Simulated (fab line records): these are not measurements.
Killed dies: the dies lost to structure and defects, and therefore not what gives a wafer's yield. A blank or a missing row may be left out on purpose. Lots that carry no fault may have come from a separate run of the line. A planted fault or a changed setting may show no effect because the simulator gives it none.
Which tool was responsible? / flow n5_finfet / 28 wafers from 10 lots sampled at 6 of the route's 1938 steps

== WHAT EACH GAUGE READ, for each wafer ==
N5_BEOL_M4_INSPECT_30: inspects for defects (brightfield).
lot=L718; measured=day 7 11:11; on=defect_inspect-01; raw_defect_count=421 369 411
lot=L721; measured=day 8 04:32; on=defect_inspect-01; raw_defect_count=509 575 635
lot=L720; measured=day 8 04:53; on=defect_inspect-02; raw_defect_count=338 442 517
lot=L723; measured=day 9 02:58; on=defect_inspect-01; raw_defect_count=410 427 471
lot=L724; measured=day 9 16:52; on=defect_inspect-02; raw_defect_count=282 345
lot=L727; measured=day 10 07:39; on=defect_inspect-01; raw_defect_count=350 400 464
lot=L731; measured=day 10 21:45; on=defect_inspect-02; raw_defect_count=554 461
lot=L737; measured=day 12 11:53; on=defect_inspect-02; raw_defect_count=1395 1424 1389
lot=L738; measured=day 12 17:22; on=defect_inspect-01; raw_defect_count=1402 1460 1425
lot=L740; measured=day 13 08:19; on=defect_inspect-01; raw_defect_count=251 512 313

N5_BEOL_M4_RC_MEAS_101.
lot=L718; measured=day 8 04:01; on=prober-02; DIBL_N (mV/V)=37.7 35.8 35.6; DIBL_P (mV/V)=37.6 35.2 36.1; IOFF_N (nA/um)=0.168 0.146 0.145; IOFF_P (nA/um)=0.25 0.20 0.22; ION_N (uA/um)=681 669 672; ION_P (uA/um)=470 463 472; SS_N (mV/dec)=71.9 71.5 71.4; SS_P (mV/dec)=73.4 73.2 72.5; VT_N (mV)=250 250 251; VT_P (mV)=-247 -248 -248
lot=L721; measured=day 8 10:41; on=prober-01; DIBL_N (mV/V)=34.4 37.0 36.8; DIBL_P (mV/V)=31.2 34.5 34.3; IOFF_N (nA/um)=0.096 0.137 0.137; IOFF_P (nA/um)=0.13 0.18 0.18; ION_N (uA/um)=655 672 669; ION_P (uA/um)=449 458 458; SS_N (mV/dec)=70.5 71.1 71.2; SS_P (mV/dec)=72.3 73.2 73.1; VT_N (mV)=261 253 251; VT_P (mV)=-260 -254 -255
lot=L720; measured=day 8 10:56; on=prober-02; DIBL_N (mV/V)=37.5 38.5 35.5; DIBL_P (mV/V)=36.4 38.3 34.8; IOFF_N (nA/um)=0.161 0.195 0.131; IOFF_P (nA/um)=0.23 0.27 0.20; ION_N (uA/um)=675 690 665; ION_P (uA/um)=467 474 465; SS_N (mV/dec)=71.4 72.0 71.7; SS_P (mV/dec)=73.3 73.9 73.3; VT_N (mV)=249 244 251; VT_P (mV)=-247 -245 -248
lot=L723; measured=day 9 10:22; on=prober-02; DIBL_N (mV/V)=36.1 36.7 36.1; DIBL_P (mV/V)=34.1 34.2 35.3; IOFF_N (nA/um)=0.143 0.153 0.155; IOFF_P (nA/um)=0.20 0.20 0.22; ION_N (uA/um)=678 659 664; ION_P (uA/um)=465 449 461; SS_N (mV/dec)=71.3 71.6 70.4; SS_P (mV/dec)=73.3 73.1 73.9; VT_N (mV)=251 249 248; VT_P (mV)=-249 -247 -247
lot=L724; measured=day 10 03:01; on=prober-02; DIBL_N (mV/V)=36.8 37.5; DIBL_P (mV/V)=38.6 38.5; IOFF_N (nA/um)=0.155 0.170; IOFF_P (nA/um)=0.19 0.20; ION_N (uA/um)=678 676; ION_P (uA/um)=459 463; SS_N (mV/dec)=71.0 70.9; SS_P (mV/dec)=73.4 73.9; VT_N (mV)=252 251; VT_P (mV)=-252 -254
lot=L727; measured=day 10 14:59; on=prober-01; DIBL_N (mV/V)=35.9 36.2 35.8; DIBL_P (mV/V)=35.9 36.9 36.0; IOFF_N (nA/um)=0.158 0.169 0.161; IOFF_P (nA/um)=0.21 0.23 0.21; ION_N (uA/um)=673 684 685; ION_P (uA/um)=464 469 466; SS_N (mV/dec)=71.3 71.0 70.9; SS_P (mV/dec)=72.6 73.7 73.8; VT_N (mV)=248 248 248; VT_P (mV)=-245 -248 -251
lot=L731; measured=day 11 04:14; on=prober-02; DIBL_N (mV/V)=34.0 33.8; DIBL_P (mV/V)=33.2 33.3; IOFF_N (nA/um)=0.117 0.122; IOFF_P (nA/um)=0.17 0.18; ION_N (uA/um)=659 655; ION_P (uA/um)=461 455; SS_N (mV/dec)=71.1 70.5; SS_P (mV/dec)=73.0 72.8; VT_N (mV)=251 252; VT_P (mV)=-252 -252
lot=L737; measured=day 12 21:50; on=prober-02; DIBL_N (mV/V)=36.3 36.0 35.3; DIBL_P (mV/V)=38.6 39.4 37.1; IOFF_N (nA/um)=0.179 0.177 0.159; IOFF_P (nA/um)=0.24 0.26 0.22; ION_N (uA/um)=677 689 683; ION_P (uA/um)=463 477 462; SS_N (mV/dec)=71.6 71.5 71.4; SS_P (mV/dec)=73.8 73.7 73.4; VT_N (mV)=247 248 251; VT_P (mV)=-249 -248 -249
lot=L738; measured=day 13 01:29; on=prober-01; DIBL_N (mV/V)=34.0 33.5 34.8; DIBL_P (mV/V)=34.4 34.2 36.0; IOFF_N (nA/um)=0.141 0.127 0.159; IOFF_P (nA/um)=0.21 0.20 0.24; ION_N (uA/um)=664 648 689; ION_P (uA/um)=463 457 473; SS_N (mV/dec)=72.0 70.8 71.4; SS_P (mV/dec)=73.1 72.4 73.4; VT_N (mV)=252 253 249; VT_P (mV)=-247 -247 -246
lot=L740; measured=day 13 15:20; on=prober-01; DIBL_N (mV/V)=36.0 35.9 35.4; DIBL_P (mV/V)=35.4 35.9 35.1; IOFF_N (nA/um)=0.146 0.154 0.144; IOFF_P (nA/um)=0.22 0.23 0.21; ION_N (uA/um)=676 678 693; ION_P (uA/um)=467 466 468; SS_N (mV/dec)=71.5 71.8 71.3; SS_P (mV/dec)=73.1 73.0 72.4; VT_N (mV)=251 246 251; VT_P (mV)=-249 -248 -248

== EACH LOT AND THE TOOL THAT RAN IT (in order: tool; ch and the chambers of the sampled wafers; start) ==
lot=L718; N5_BEOL_M3_SPUTTER_96=pvd_sputter-02, day 7 08:28; N5_BEOL_M3_ANNEAL_51=rtp_anneal-01 ch 0, day 7 08:43; N5_BEOL_M3_PRE_CLEAN_60=cvd_co-02 ch 0,1, day 7 09:17; N5_BEOL_M4_STRIP_66=rie_diel-03 ch 0,1,3, day 7 10:34
lot=L721; N5_BEOL_M3_SPUTTER_96=pvd_sputter-01, day 8 00:55; N5_BEOL_M3_ANNEAL_51=rtp_anneal-02 ch 0, day 8 01:10; N5_BEOL_M3_PRE_CLEAN_60=cvd_co-02 ch 0,2, day 8 01:44; N5_BEOL_M4_STRIP_66=rie_diel-04 ch 0,1,2, day 8 03:46
lot=L720; N5_BEOL_M3_SPUTTER_96=pvd_sputter-03, day 8 01:09; N5_BEOL_M3_ANNEAL_51=rtp_anneal-01 ch 0, day 8 01:23; N5_BEOL_M3_PRE_CLEAN_60=cvd_co-01 ch 0,1, day 8 01:58; N5_BEOL_M4_STRIP_66=rie_diel-03 ch 1,3, day 8 04:06
lot=L723; N5_BEOL_M3_SPUTTER_96=pvd_sputter-02, day 8 22:56; N5_BEOL_M3_ANNEAL_51=rtp_anneal-01 ch 0, day 8 23:11; N5_BEOL_M3_PRE_CLEAN_60=cvd_co-02 ch 0,1,2, day 8 23:46; N5_BEOL_M4_STRIP_66=rie_diel-04 ch 1,2, day 9 02:11
lot=L724; N5_BEOL_M3_SPUTTER_96=pvd_sputter-02, day 9 12:41; N5_BEOL_M3_ANNEAL_51=rtp_anneal-02 ch 0, day 9 13:07; N5_BEOL_M3_PRE_CLEAN_60=cvd_co-01 ch 0,1, day 9 13:35; N5_BEOL_M4_STRIP_66=rie_diel-03 ch 0,3, day 9 16:14
lot=L727; N5_BEOL_M3_SPUTTER_96=pvd_sputter-01, day 10 03:03; N5_BEOL_M3_ANNEAL_51=rtp_anneal-02 ch 0, day 10 03:15; N5_BEOL_M3_PRE_CLEAN_60=cvd_co-01 ch 1,2, day 10 03:53; N5_BEOL_M4_STRIP_66=rie_diel-03 ch 1,2,3, day 10 06:56
lot=L731; N5_BEOL_M3_SPUTTER_96=pvd_sputter-01, day 10 17:46; N5_BEOL_M3_ANNEAL_51=rtp_anneal-01 ch 0, day 10 17:58; N5_BEOL_M3_PRE_CLEAN_60=cvd_co-01 ch 1,2, day 10 18:36; N5_BEOL_M4_STRIP_66=rie_diel-03 ch 1,2, day 10 20:53
lot=L737; N5_BEOL_M3_SPUTTER_96=pvd_sputter-01, day 12 08:49; N5_BEOL_M3_ANNEAL_51=rtp_anneal-02 ch 0, day 12 09:01; N5_BEOL_M3_PRE_CLEAN_60=cvd_co-02 ch 1,2, day 12 09:38; N5_BEOL_M4_STRIP_66=rie_diel-04 ch 0,2,3, day 12 11:08
lot=L738; N5_BEOL_M3_SPUTTER_96=pvd_sputter-02, day 12 13:26; N5_BEOL_M3_ANNEAL_51=rtp_anneal-02 ch 0, day 12 13:43; N5_BEOL_M3_PRE_CLEAN_60=cvd_co-02 ch 0,1,2, day 12 14:16; N5_BEOL_M4_STRIP_66=rie_diel-04 ch 2,3, day 12 16:42
lot=L740; N5_BEOL_M3_SPUTTER_96=pvd_sputter-01, day 13 03:31; N5_BEOL_M3_ANNEAL_51=rtp_anneal-01 ch 0, day 13 03:43; N5_BEOL_M3_PRE_CLEAN_60=cvd_co-01 ch 1,2, day 13 04:20; N5_BEOL_M4_STRIP_66=rie_diel-02 ch 0,2, day 13 07:26
- N5_BEOL_M3_SPUTTER_96: material Cu, target thk 4.5 nm, time 8.29 s.
- N5_BEOL_M3_ANNEAL_51: time 90 s.
- N5_BEOL_M3_PRE_CLEAN_60: time 15 s.
- N5_BEOL_M4_STRIP_66: strips in CF4.

== AS READ BY THE TOOLS THEMSELVES (means over the sampled wafers that have a number; for cases with no such wafer, the mark the record gives instead) ==
N5_BEOL_M3_SPUTTER_96.
lot=L718; tool=pvd_sputter-02; throttle_valve_pct (%)=30.9
lot=L721; tool=pvd_sputter-01; throttle_valve_pct (%)=29.5
lot=L720; tool=pvd_sputter-03; throttle_valve_pct (%)=29.9
lot=L723; tool=pvd_sputter-02; throttle_valve_pct (%)=30.1
lot=L724; tool=pvd_sputter-02; throttle_valve_pct (%)=30.1
lot=L727; tool=pvd_sputter-01; throttle_valve_pct (%)=29.8
lot=L731; tool=pvd_sputter-01; throttle_valve_pct (%)=30.7
lot=L737; tool=pvd_sputter-01; throttle_valve_pct (%)=30.1
lot=L738; tool=pvd_sputter-02; throttle_valve_pct (%)=30.9
lot=L740; tool=pvd_sputter-01; throttle_valve_pct (%)=28.8

N5_BEOL_M3_ANNEAL_51.
lot=L718 tool=rtp_anneal-01 wafer_temp_C_max=225.88
lot=L721 tool=rtp_anneal-02 wafer_temp_C_max=225.93
lot=L720 tool=rtp_anneal-01 wafer_temp_C_max=225.47
lot=L723 tool=rtp_anneal-01 wafer_temp_C_max=225.80
lot=L724 tool=rtp_anneal-02 wafer_temp_C_max=225.78
lot=L727 tool=rtp_anneal-02 wafer_temp_C_max=225.89
lot=L731 tool=rtp_anneal-01 wafer_temp_C_max=225.50
lot=L737 tool=rtp_anneal-02 wafer_temp_C_max=225.91
lot=L738 tool=rtp_anneal-02 wafer_temp_C_max=226.08
lot=L740 tool=rtp_anneal-01 wafer_temp_C_max=225.68

N5_BEOL_M3_PRE_CLEAN_60.
lot=L718; tool=cvd_co-02; heater_power_w (W)=89
lot=L721; tool=cvd_co-02; heater_power_w (W)=67
lot=L720; tool=cvd_co-01; heater_power_w (W)=79
lot=L723; tool=cvd_co-02; heater_power_w (W)=87
lot=L724; tool=cvd_co-01; heater_power_w (W)=80
lot=L727; tool=cvd_co-01; heater_power_w (W)=82
lot=L731; tool=cvd_co-01; heater_power_w (W)=82
lot=L737; tool=cvd_co-02; heater_power_w (W)=85
lot=L738; tool=cvd_co-02; heater_power_w (W)=87
lot=L740; tool=cvd_co-01; heater_power_w (W)=85

N5_BEOL_M4_STRIP_66.
lot=L718; tool=rie_diel-03; chamber_pressure_mTorr (mTorr)=50.01; drypump_motor_current_A (A)=5.5; oes_product_au (a.u.)=0.82; rf_vpp_V (V)=271.1; showerhead_plenum_p_Torr (Torr)=1.80; throttle_valve_pct (%)=13.54
lot=L721; tool=rie_diel-04; chamber_pressure_mTorr (mTorr)=50.04; drypump_motor_current_A (A)=5.3; oes_product_au (a.u.)=0.78; rf_vpp_V (V)=270.1; showerhead_plenum_p_Torr (Torr)=1.79; throttle_valve_pct (%)=13.68
lot=L720; tool=rie_diel-03; chamber_pressure_mTorr (mTorr)=50.05; drypump_motor_current_A (A)=5.2; oes_product_au (a.u.)=0.77; rf_vpp_V (V)=271.4; showerhead_plenum_p_Torr (Torr)=1.84; throttle_valve_pct (%)=13.59
lot=L723; tool=rie_diel-04; chamber_pressure_mTorr (mTorr)=49.97; drypump_motor_current_A (A)=5.4; oes_product_au (a.u.)=0.85; rf_vpp_V (V)=271.4; showerhead_plenum_p_Torr (Torr)=1.78; throttle_valve_pct (%)=13.47
lot=L724; tool=rie_diel-03; chamber_pressure_mTorr (mTorr)=50.03; drypump_motor_current_A (A)=5.6; oes_product_au (a.u.)=0.80; rf_vpp_V (V)=272.6; showerhead_plenum_p_Torr (Torr)=1.81; throttle_valve_pct (%)=13.71
lot=L727; tool=rie_diel-03; chamber_pressure_mTorr (mTorr)=50.03; drypump_motor_current_A (A)=5.4; oes_product_au (a.u.)=0.74; rf_vpp_V (V)=271.9; showerhead_plenum_p_Torr (Torr)=1.80; throttle_valve_pct (%)=13.61
lot=L731; tool=rie_diel-03; chamber_pressure_mTorr (mTorr)=49.96; drypump_motor_current_A (A)=5.5; oes_product_au (a.u.)=0.74; rf_vpp_V (V)=270.2; showerhead_plenum_p_Torr (Torr)=1.75; throttle_valve_pct (%)=13.55
lot=L737; tool=rie_diel-04; chamber_pressure_mTorr (mTorr)=50.02; drypump_motor_current_A (A)=5.4; oes_product_au (a.u.)=0.87; rf_vpp_V (V)=270.3; showerhead_plenum_p_Torr (Torr)=1.75; throttle_valve_pct (%)=13.30
lot=L738; tool=rie_diel-04; chamber_pressure_mTorr (mTorr)=50.00; drypump_motor_current_A (A)=5.4; oes_product_au (a.u.)=0.85; rf_vpp_V (V)=271.3; showerhead_plenum_p_Torr (Torr)=1.74; throttle_valve_pct (%)=13.29
lot=L740; tool=rie_diel-02; chamber_pressure_mTorr (mTorr)=50.00; drypump_motor_current_A (A)=5.1; oes_product_au (a.u.)=0.89; rf_vpp_V (V)=272.8; showerhead_plenum_p_Torr (Torr)=1.85; throttle_valve_pct (%)=13.53

== THE ANSWER, worked out from the rows above alone ==
Rule: the lots themselves supply what counts as usual. Put in order of their means at a reading, lots are off if they are a third of the lots or fewer, leave a main group of 4 or more, and stand apart from it by a gap of 3 or more times the standard deviation of the main group's means; of several such gaps the widest counts. The tables above print the reading to a certain number of digits; a main group whose means all agree to those digits is not used. Also off: a lot with no number at a reading for which 4 or more lots have one. Any other lot the step has rows for is counted as sound. First the gauges in route order, then the tools' own readings, where a lot's mean is used as printed above. At the first step where some lot is off, the reading lying furthest off is the one used; lots without a number count as furthest.
Off, at N5_BEOL_M4_INSPECT_30 on raw_defect_count: L737, L738. Main group: mean 428, sd 76.
If a tool, at a process step before that reading, ran all the lots that are off and no sound lot after the first of them, it fits. Those tools and the gauges at N5_BEOL_M4_INSPECT_30 are tried in the same way. Can't be told from this: 3 tools fit, rtp_anneal-02 at N5_BEOL_M3_ANNEAL_51, cvd_co-02 at N5_BEOL_M3_PRE_CLEAN_60, rie_diel-04 at N5_BEOL_M4_STRIP_66.

== WHAT HAD BEEN PUT IN BY THE SIMULATOR ==
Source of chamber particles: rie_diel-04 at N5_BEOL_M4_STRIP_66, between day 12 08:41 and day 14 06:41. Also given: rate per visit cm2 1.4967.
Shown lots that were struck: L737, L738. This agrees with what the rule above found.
